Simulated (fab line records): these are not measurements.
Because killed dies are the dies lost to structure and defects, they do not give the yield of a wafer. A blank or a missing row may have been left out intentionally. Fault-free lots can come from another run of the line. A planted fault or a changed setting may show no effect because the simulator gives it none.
fab line records | flow n5_finfet
record lots=10 | wafers=28 | last_day=18
route steps=1938 shown ZERO_LAYER@15 WELL_APT@48 PMOS_HMC_CHANNEL_EPI@81 FIN_SAQP@100 BEOL_M4@1111
lots that met no fault: from a run of the same line without faults
start_h: hours from the record's first day to the start of the lot's first wafer shown | wait_h: hours elapsed since this lot's preceding step | " same as the row above | L1.1+2: several wafers, shown together as one row | - either no value or no given start | * or withheld: withheld | < > ~ a bound
route shown NAME@n: a module of which the file shows steps, and the number in the route of the first | usual: average and standard deviation across the fault-free wafers | same: alike in all rows | chamber/n: place in a boat | sites: each site's reading | _std_site: the standard deviation of these | _edge_site: outer sites' mean less inner sites' | radius_mm: for every site, how far away it sits from the centre of the wafer | mask NAME#n: copy n | behind: the most recent tool/chamber to have shaped the wafer | hold: why the lot was held/for how many hours/how that ended | device: names the non-switching transistor (n, p or np) | end of line: tests of these same wafers at the route's end | for a step that has no rows: nothing shown but its recipe | killed: dies lost to structure and defects at the first sort, not the wafer's yield | map: a wafer's dies, x killed, . not, _ none there
set.NAME: the run value of the setting; set.NAME@STEP: its run value at that earlier step | model.NAME: the simulator's own value behind a step, which no gauge read
route steps across a sampled set of lots; one table per step, one row per wafer
services: from which hour (start_h, from the record's first day; less than 0 if before it) a tool's chamber was out of use, for how many hours, and why
## steps
# step N5_ZERO_LAYER_ETCH_17
# recipe chemistry=CF4 | target=SiO2 | target_depth_a=120 | time_s=13.3 | ion_energy_ev=350 | pressure_mtorr=40 | source_w=450 | bias_w=215 | Ar_flow_sccm=100 | cf4_flow_sccm=100
# usual drypump_motor_current_A=5.9/0.49 | oes_product_au=0.76/0.061 | rf_vpp_V=950/4.2 | showerhead_plenum_p_Torr=2.16/0.066 | throttle_valve_pct=15.70/0.18
lot.wafer | tool        | chamber | start_h | wait_h | drypump_motor_current_A | oes_product_au | rf_hours_counter_h | rf_vpp_V | showerhead_plenum_p_Torr | throttle_valve_pct
L458.2    | rie_diel-01 | 2       | 18.71   | 0.0    | 5.7                     | 0.81           | 115                | 955      | 2.24                     | 15.70
L458.3    | "           | 1       | "       | "      | 6.3                     | 0.73           | 143                | 944      | 2.07                     | 15.79
L458.5    | "           | 0       | "       | "      | 6.1                     | 0.68           | -                  | 947      | 2.12                     | 15.57
L459.1    | rie_diel-01 | 3       | 24.87   | 0.0    | 6.2                     | 0.81           | 127                | 954      | 2.24                     | 15.39
L459.2    | "           | 1       | "       | "      | 6.3                     | 0.75           | 145                | 944      | 2.07                     | 15.81
L459.6    | "           | 3       | "       | "      | 6.2                     | 0.81           | -                  | 954      | 2.24                     | 15.40
L461.1    | rie_diel-04 | 3       | 36.88   | 0.0    | 5.9                     | 0.77           | 129                | 949      | 2.14                     | 15.70
L461.3    | "           | 0       | "       | "      | 5.9                     | 0.71           | 176                | 953      | 2.22                     | 15.49
L461.4    | "           | 2       | "       | "      | 5.2                     | 0.72           | 222                | 947      | 2.12                     | 15.85
L464.1    | rie_diel-01 | 2       | 54.90   | 0.0    | 5.7                     | 0.79           | 127                | 954      | 2.23                     | 15.73
L464.2    | "           | 3       | "       | "      | 6.2                     | 0.80           | 137                | 953      | 2.24                     | 15.42
L464.5    | "           | 1       | "       | "      | 6.2                     | 0.74           | -                  | 943      | 2.06                     | 15.82
L468.1    | rie_diel-03 | 0       | 78.72   | 0.0    | 5.0                     | 0.75           | 129                | 950      | 2.15                     | 15.85
L468.6    | "           | 0       | "       | "      | 5.0                     | 0.76           | -                  | 949      | 2.15                     | 15.86
L469.1    | rie_diel-03 | 0       | 84.84   | 0.0    | 5.0                     | 0.75           | 130                | 950      | 2.15                     | 15.85
L469.3    | "           | 1       | "       | "      | 6.1                     | 0.73           | 167                | 953      | 2.22                     | 15.76
L469.5    | "           | 3       | "       | "      | 6.4                     | 0.90           | -                  | 945      | 2.09                     | 15.43
L470.2    | rie_diel-01 | 2       | 90.84   | 0.0    | 5.7                     | 0.78           | 137                | 955      | 2.23                     | 15.75
L470.5    | "           | 0       | "       | "      | 6.2                     | 0.67           | -                  | 947      | 2.11                     | 15.61
L474.1    | rie_diel-04 | 1       | 114.84  | 0.0    | 6.1                     | 0.81           | 100                | 944      | 2.07                     | 15.87
L474.4    | "           | 0       | "       | "      | 5.9                     | 0.70           | 196                | 953      | 2.21                     | 15.53
L474.6    | "           | 2       | "       | "      | 5.2                     | 0.72           | -                  | 946      | 2.12                     | 15.87
L476.1    | rie_diel-01 | 1       | 126.73  | 0.0    | 6.2                     | 0.72           | 175                | 941      | 2.06                     | 15.86
L476.3    | "           | 3       | "       | "      | 6.2                     | 0.78           | 159                | 953      | 2.23                     | 15.45
L476.5    | "           | 0       | "       | "      | 6.1                     | 0.67           | -                  | 946      | 2.11                     | 15.62
L478.1    | rie_diel-03 | 1       | 138.84  | 0.0    | 6.1                     | 0.72           | 184                | 954      | 2.21                     | 15.79
L478.4    | "           | 3       | "       | "      | 6.4                     | 0.90           | 54                 | 945      | 2.09                     | 15.46
L478.6    | "           | 3       | "       | "      | 6.4                     | 0.90           | -                  | 944      | 2.08                     | 15.46
# step N5_WELL_APT_IMPLANT_32
# recipe species=BF2 | energy_kev=50 | dose_cm2=2e+13 | tilt_deg=0 | rotation_deg=0
# usual dose_ions_cm2=1.9999e+13/2.3e+10 | faraday_current_uA=253/4.8
lot.wafer | tool         | chamber | start_h | wait_h | dose_ions_cm2 | faraday_current_uA
L458.2    | implanter-02 | 0       | 21.66   | 0.1    | 1.997e+13     | 258
L458.3    | "            | 0       | "       | "      | 2.0009e+13    | 257
L458.5    | "            | 0       | "       | "      | 2.0022e+13    | 250
L459.1    | implanter-01 | 0       | 27.21   | 0.1    | 1.9989e+13    | 254
L459.2    | "            | 0       | "       | "      | 1.9968e+13    | 253
L459.6    | "            | 0       | "       | "      | 1.9963e+13    | 256
L461.1    | implanter-01 | 0       | 39.37   | 0.1    | 2.0005e+13    | 257
L461.3    | "            | 0       | "       | "      | 1.9991e+13    | 247
L461.4    | "            | 0       | "       | "      | 2.0019e+13    | 240
L464.1    | implanter-02 | 0       | 57.76   | 0.1    | 1.9995e+13    | 259
L464.2    | "            | 0       | "       | "      | 1.9994e+13    | 254
L464.5    | "            | 0       | "       | "      | 2.0005e+13    | 256
L468.1    | implanter-01 | 0       | 81.17   | 0.1    | 1.998e+13     | 262
L468.6    | "            | 0       | "       | "      | 1.9992e+13    | 253
L469.1    | implanter-02 | 0       | 87.42   | 0.1    | 2.0024e+13    | 255
L469.3    | "            | 0       | "       | "      | 2.0001e+13    | 248
L469.5    | "            | 0       | "       | "      | 1.9983e+13    | 252
L470.2    | implanter-01 | 0       | 93.32   | 0.1    | 1.999e+13     | 244
L470.5    | "            | 0       | "       | "      | 1.9972e+13    | 255
L474.1    | implanter-01 | 0       | 117.29  | 0.1    | 2.4324e+13    | 311
L474.4    | "            | 0       | "       | "      | 2.4336e+13    | 303
L474.6    | "            | 0       | "       | "      | 2.4346e+13    | 298
L476.1    | implanter-01 | 0       | 129.23  | 0.1    | 2.4279e+13    | 302
L476.3    | "            | 0       | "       | "      | 2.4307e+13    | 311
L476.5    | "            | 0       | "       | "      | 2.4322e+13    | 308
L478.1    | implanter-01 | 0       | 141.32  | 0.1    | 2.4296e+13    | 306
L478.4    | "            | 0       | "       | "      | 2.4335e+13    | 315
L478.6    | "            | 0       | "       | "      | 2.4289e+13    | 311
# step N5_PMOS_HMC_CHANNEL_EPI_CMP_21
# recipe material=SiGe30 | post_cmp_clean=alkaline_brush | target_thk_nm=54
# usual edge_zone_pressure_frac=1.000/0.0052 | motor_current_A=12.3/1.2 | slurry_flow_ml_min=150.0/0.5
lot.wafer | tool   | chamber | start_h | wait_h | edge_zone_pressure_frac | motor_current_A | slurry_flow_ml_min
L458.3    | cmp-03 | 1       | 25.66   | 0.0    | 0.991                   | 10.3            | 149.8
L458.2    | "      | 2       | "       | "      | 0.996                   | 12.0            | 150.0
L458.5    | "      | 2       | "       | "      | 1.001                   | 12.5            | 150.0
L459.2    | cmp-03 | 3       | 31.79   | 0.1    | 1.009                   | 13.5            | 150.4
L459.1    | "      | 0       | "       | "      | 0.999                   | 14.6            | 149.7
L459.6    | "      | 3       | "       | "      | 1.007                   | 13.0            | 150.1
L461.4    | cmp-04 | 0       | 43.70   | 0.0    | 0.997                   | 11.9            | 150.4
L461.3    | "      | 2       | "       | "      | 0.998                   | 12.3            | 150.2
L461.1    | "      | 3       | "       | "      | 1.002                   | 12.7            | 148.8
L464.1    | cmp-01 | 2       | 61.72   | 0.1    | 1.000                   | 11.3            | 150.4
L464.2    | "      | 3       | "       | "      | 1.008                   | 12.0            | 149.7
L464.5    | "      | 1       | "       | "      | 0.998                   | 12.1            | 149.8
L468.1    | cmp-03 | 1       | 87.70   | 0.1    | 1.006                   | 10.0            | 149.2
L468.6    | "      | 2       | "       | "      | 1.007                   | 12.1            | 149.7
L469.1    | cmp-01 | 2       | 92.15   | 0.1    | 0.997                   | 10.9            | 150.1
L469.3    | "      | 3       | "       | "      | 0.990                   | 11.8            | 150.3
L469.5    | "      | 0       | "       | "      | 0.988                   | 13.4            | 150.1
L470.2    | cmp-04 | 3       | 97.44   | 0.1    | 0.997                   | 12.6            | 150.5
L470.5    | "      | 2       | "       | "      | 0.999                   | 12.3            | 150.5
L474.4    | cmp-03 | 3       | 121.84  | 0.1    | 0.995                   | 12.5            | 149.9
L474.1    | "      | 1       | "       | "      | 0.994                   | 9.6             | 149.7
L474.6    | "      | 3       | "       | "      | 0.995                   | 12.8            | 149.5
L476.1    | cmp-03 | 3       | 133.39  | 0.3    | 1.003                   | 12.8            | 149.7
L476.3    | "      | 1       | "       | "      | 0.997                   | 9.9             | 150.5
L476.5    | "      | 2       | "       | "      | 0.997                   | 11.7            | 150.5
L478.1    | cmp-04 | 2       | 145.09  | 0.1    | 1.004                   | 12.7            | 150.1
L478.4    | "      | 0       | "       | "      | 0.996                   | 12.1            | 150.0
L478.6    | "      | 1       | "       | "      | 1.000                   | 11.6            | 150.2
# step N5_FIN_SAQP_PECVD_06
# recipe material=a-Si | target_thk_a=600 | temp_c=400 | precursor=SiH4/He | pressure_torr=3 | rf_w=100 | time_s=48.1
# usual heater_power_w=835/75 | showerhead_plenum_p_Torr=5.67/0.053 | throttle_valve_pct=18.5/1.1
lot.wafer | tool     | chamber | start_h | wait_h | heater_power_w | showerhead_plenum_p_Torr | throttle_valve_pct
L458.2    | pecvd-02 | 1       | 27.20   | 0.0    | 850            | 5.65                     | 18.0
L458.3    | "        | 2       | "       | "      | 837            | 5.68                     | 17.2
L458.5    | "        | 2       | "       | "      | 835            | 5.67                     | 17.0
L459.1    | pecvd-04 | 2       | 33.69   | 0.0    | 809            | 5.60                     | 16.9
L459.2    | "        | 0       | "       | "      | 751            | 5.71                     | 19.7
L459.6    | "        | 0       | "       | "      | 774            | 5.73                     | 19.3
L461.1    | pecvd-04 | 0       | 45.42   | 0.0    | 784            | 5.73                     | 19.4
L461.3    | "        | 2       | "       | "      | 916            | 5.60                     | 17.0
L461.4    | "        | 0       | "       | "      | 780            | 5.74                     | 19.3
L464.1    | pecvd-04 | 1       | 63.20   | 0.0    | 739            | 5.71                     | 18.7
L464.2    | "        | 2       | "       | "      | 872            | 5.59                     | 16.9
L464.5    | "        | 1       | "       | "      | 754            | 5.74                     | 19.0
L468.1    | pecvd-02 | 2       | 90.28   | 0.0    | 899            | 5.66                     | 16.8
L468.6    | "        | 2       | "       | "      | 896            | 5.64                     | 17.1
L469.1    | pecvd-01 | 0       | 94.14   | 0.0    | 775            | 5.66                     | 19.1
L469.3    | "        | 1       | "       | "      | 938            | 5.74                     | 18.5
L469.5    | "        | 1       | "       | "      | 940            | 5.73                     | 18.2
L470.2    | pecvd-02 | 2       | 99.80   | 0.0    | 785            | 5.64                     | 17.1
L470.5    | "        | 1       | "       | "      | 920            | 5.65                     | 17.6
L474.1    | pecvd-02 | 2       | 123.73  | 0.0    | 897            | 5.65                     | 17.0
L474.4    | "        | 0       | "       | "      | 904            | 5.65                     | 18.9
L474.6    | "        | 1       | "       | "      | 889            | 5.66                     | 17.8
L476.1    | pecvd-04 | 1       | 135.39  | 0.0    | 836            | 5.74                     | 19.0
L476.3    | "        | 0       | "       | "      | 692            | 5.74                     | 19.7
L476.5    | "        | 0       | "       | "      | 714            | 5.74                     | 19.5
L478.1    | pecvd-04 | 0       | 146.62  | 0.0    | 699            | 5.72                     | 19.5
L478.4    | "        | 0       | "       | "      | 687            | 5.74                     | 19.5
L478.6    | "        | 2       | "       | "      | 938            | 5.59                     | 17.3
# step N5_BEOL_M4_RC_MEAS_101
# usual CJ_N=4.32/0.087 | DIBL_N=36.0/1.6 | DIBL_P=35.8/2 | IOFF_N=0.152/0.03 | IOFF_P=0.20/0.031 | ION_N=670/12 | ION_P=459/7.4 | SS_N=71.5/0.56 | SS_P=73.2/0.64 | VT_N=251/3.5 | VT_P=-252/3.3
lot.wafer | tool      | chamber | start_h | wait_h | CJ_N | DIBL_N[mV/V] | DIBL_P[mV/V] | IOFF_N[nA/um] | IOFF_P[nA/um] | ION_N[uA/um] | ION_P[uA/um] | SS_N[mV/dec] | SS_P[mV/dec] | VT_N[mV] | VT_P[mV]
L458.2    | prober-02 | 0       | 203.82  | 0.2    | 4.34 | 36.7         | 35.8         | 0.154         | 0.20          | 674          | 462          | 72.0         | 73.0         | 251      | -253
L458.3    | "         | 0       | "       | "      | 4.25 | 36.7         | 35.5         | 0.141         | 0.19          | 657          | 454          | 71.0         | 73.0         | 254      | -254
L458.5    | "         | 0       | "       | "      | 4.34 | 33.5         | 31.3         | 0.101         | 0.15          | 650          | 450          | 71.0         | 72.1         | 255      | -256
L459.1    | prober-02 | 0       | 205.93  | 0.0    | 4.19 | 37.0         | 37.4         | 0.162         | 0.21          | 683          | 468          | 70.9         | 74.1         | 248      | -250
L459.2    | "         | 0       | "       | "      | 4.36 | 35.3         | 34.5         | 0.136         | 0.17          | 675          | 464          | 71.0         | 72.6         | 249      | -253
L459.6    | "         | 0       | "       | "      | 4.26 | 35.9         | 34.9         | 0.135         | 0.18          | 659          | 451          | 70.8         | 73.1         | 252      | -255
L461.1    | prober-01 | 0       | 219.21  | 0.0    | 4.39 | 37.4         | 36.7         | 0.151         | 0.20          | 674          | 461          | 71.8         | 73.6         | 253      | -252
L461.3    | "         | 0       | "       | "      | 4.16 | 35.9         | 35.6         | 0.125         | 0.18          | 656          | 455          | 71.3         | 73.2         | 255      | -250
L461.4    | "         | 0       | "       | "      | 4.36 | 37.2         | 37.0         | 0.155         | 0.20          | 680          | 463          | 72.1         | 73.6         | 250      | -253
L464.1    | prober-01 | 0       | 241.38  | 0.0    | 4.46 | 33.4         | 30.6         | 0.099         | 0.15          | 645          | 449          | 70.3         | 71.7         | 256      | -254
L464.2    | "         | 0       | "       | "      | 4.40 | 34.5         | 33.8         | 0.123         | 0.19          | 671          | 467          | 70.3         | 72.5         | 252      | -251
L464.5    | "         | 0       | "       | "      | 4.45 | 36.9         | 35.4         | 0.152         | 0.20          | 662          | 460          | 72.2         | 73.3         | 249      | -249
L470.2    | prober-02 | 0       | 262.26  | 0.2    | 4.29 | 37.8         | 39.2         | 0.176         | 0.22          | 676          | 456          | 71.8         | 73.7         | 249      | -252
L470.5    | "         | 0       | "       | "      | 4.39 | 36.2         | 37.3         | 0.152         | 0.19          | 668          | 456          | 71.5         | 73.2         | 251      | -254
L468.1    | prober-01 | 0       | 275.60  | 0.0    | 4.16 | 36.2         | 35.1         | 0.121         | 0.17          | 644          | 446          | 71.9         | 72.7         | 260      | -257
L468.6    | "         | 0       | "       | "      | 4.22 | 37.3         | 37.2         | 0.154         | 0.21          | 669          | 456          | 72.3         | 73.1         | 253      | -252
L469.1    | prober-02 | 0       | 281.04  | 0.0    | 4.19 | 34.8         | 32.6         | 0.118         | 0.14          | 665          | 452          | 71.1         | 72.2         | 250      | -256
L469.3    | "         | 0       | "       | "      | 4.22 | 36.3         | 34.5         | 0.143         | 0.17          | 661          | 451          | 70.6         | 72.8         | 248      | -253
L469.5    | "         | 0       | "       | "      | 4.15 | 40.9         | 40.2         | 0.233         | 0.25          | 689          | 461          | 72.9         | 74.1         | 242      | -250
L474.1    | prober-02 | 0       | 291.84  | 0.0    | 4.82 | 36.1         | 34.5         | 0.146         | 0.18          | 683          | 464          | 71.2         | 72.7         | 249      | -255
L474.4    | "         | 0       | "       | "      | 4.82 | 37.1         | 34.6         | 0.143         | 0.17          | 672          | 447          | 71.6         | 72.7         | 254      | -255
L474.6    | "         | 0       | "       | "      | 4.79 | 34.5         | 32.2         | 0.117         | 0.16          | 659          | 449          | 70.5         | 72.4         | 254      | -256
L478.1    | prober-02 | 0       | 315.94  | 0.0    | 4.79 | 35.1         | 35.1         | 0.122         | 0.16          | 650          | 441          | 71.0         | 72.9         | 253      | -254
L478.4    | "         | 0       | "       | "      | 4.68 | 35.5         | 37.0         | 0.137         | 0.18          | 670          | 461          | 71.3         | 73.1         | 253      | -252
L478.6    | "         | 0       | "       | "      | 4.70 | 38.6         | 40.0         | 0.186         | 0.23          | 670          | 449          | 72.1         | 74.8         | 247      | -251
L476.1    | prober-02 | 0       | 317.40  | 0.0    | 4.79 | 35.7         | 34.9         | 0.153         | 0.19          | 679          | 462          | 71.8         | 72.8         | 249      | -252
L476.3    | "         | 0       | "       | "      | 4.89 | 33.3         | 31.3         | 0.105         | 0.14          | 652          | 449          | 71.3         | 73.0         | 258      | -256
L476.5    | "         | 0       | "       | "      | 4.87 | 34.7         | 33.4         | 0.132         | 0.17          | 673          | 463          | 71.8         | 72.8         | 250      | -253
## services
tool         | chamber | start_h | hours | kind
pecvd-04     | -       | 10.07   | 6.0   | pm
rie_diel-01  | 0       | 13.18   | 4.4   | repair
pecvd-02     | 2       | 14.14   | 8.4   | repair
implanter-01 | -       | 15.90   | 1.7   | repair
pecvd-02     | 0       | 18.09   | 6.7   | repair
rie_diel-03  | 0       | 22.59   | 6.4   | repair
pecvd-02     | 2       | 27.95   | 2.1   | scheduled_down
pecvd-01     | 2       | 32.67   | 26.8  | repair
cmp-03       | -       | 47.03   | 0.7   | repair
cmp-03       | -       | 52.71   | 0.4   | repair
pecvd-04     | -       | 58.69   | 4.3   | pm
pecvd-01     | -       | 59.16   | 2.8   | pm
pecvd-04     | -       | 63.57   | 1.6   | repair
pecvd-02     | -       | 70.30   | 0.9   | repair
implanter-01 | -       | 74.76   | 0.6   | repair
cmp-03       | -       | 86.04   | 1.2   | repair
cmp-04       | -       | 91.55   | 4.4   | repair
pecvd-01     | 1       | 96.26   | 6.5   | repair
rie_diel-04  | 2       | 115.56  | 19.2  | repair
cmp-04       | -       | 126.33  | 2.0   | repair
cmp-04       | -       | 131.62  | 7.0   | repair
cmp-01       | -       | 131.64  | 5.3   | pm
rie_diel-01  | 3       | 139.01  | 5.3   | repair
cmp-04       | -       | 141.32  | 3.6   | pm
## key
first_sign step=N5_WELL_APT_IMPLANT_32 | reading=dose_ions_cm2 | direction=up | sigmas=99+ | usual=1.9999e+13 | struck=2.4315e+13
effect step=N5_WELL_APT_IMPLANT_32 | reading=faraday_current_uA | direction=up | sigmas=11 | usual=253 | struck=307
effect step=N5_BEOL_M4_RC_MEAS_101 | reading=CJ_N | direction=up | sigmas=5.4 | usual=4.32 | struck=4.79
met_at N5_WELL_APT_IMPLANT_32
struck_lots L474,L476,L478
not_acting_at N5_ZERO_LAYER_ETCH_17,N5_PMOS_HMC_CHANNEL_EPI_CMP_21,N5_FIN_SAQP_PECVD_06
onset_between 93.32 117.29
fault kind=process_parameter_drift | tool=implanter-01 | chamber=- | onset_h=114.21 | steps=N5_WELL_APT_IMPLANT_32 | channel=dose_cm2 | offset=4.3148e+12 | shape=step | end_h=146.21 | acts_in=these_recipes_only | stated=2e+13
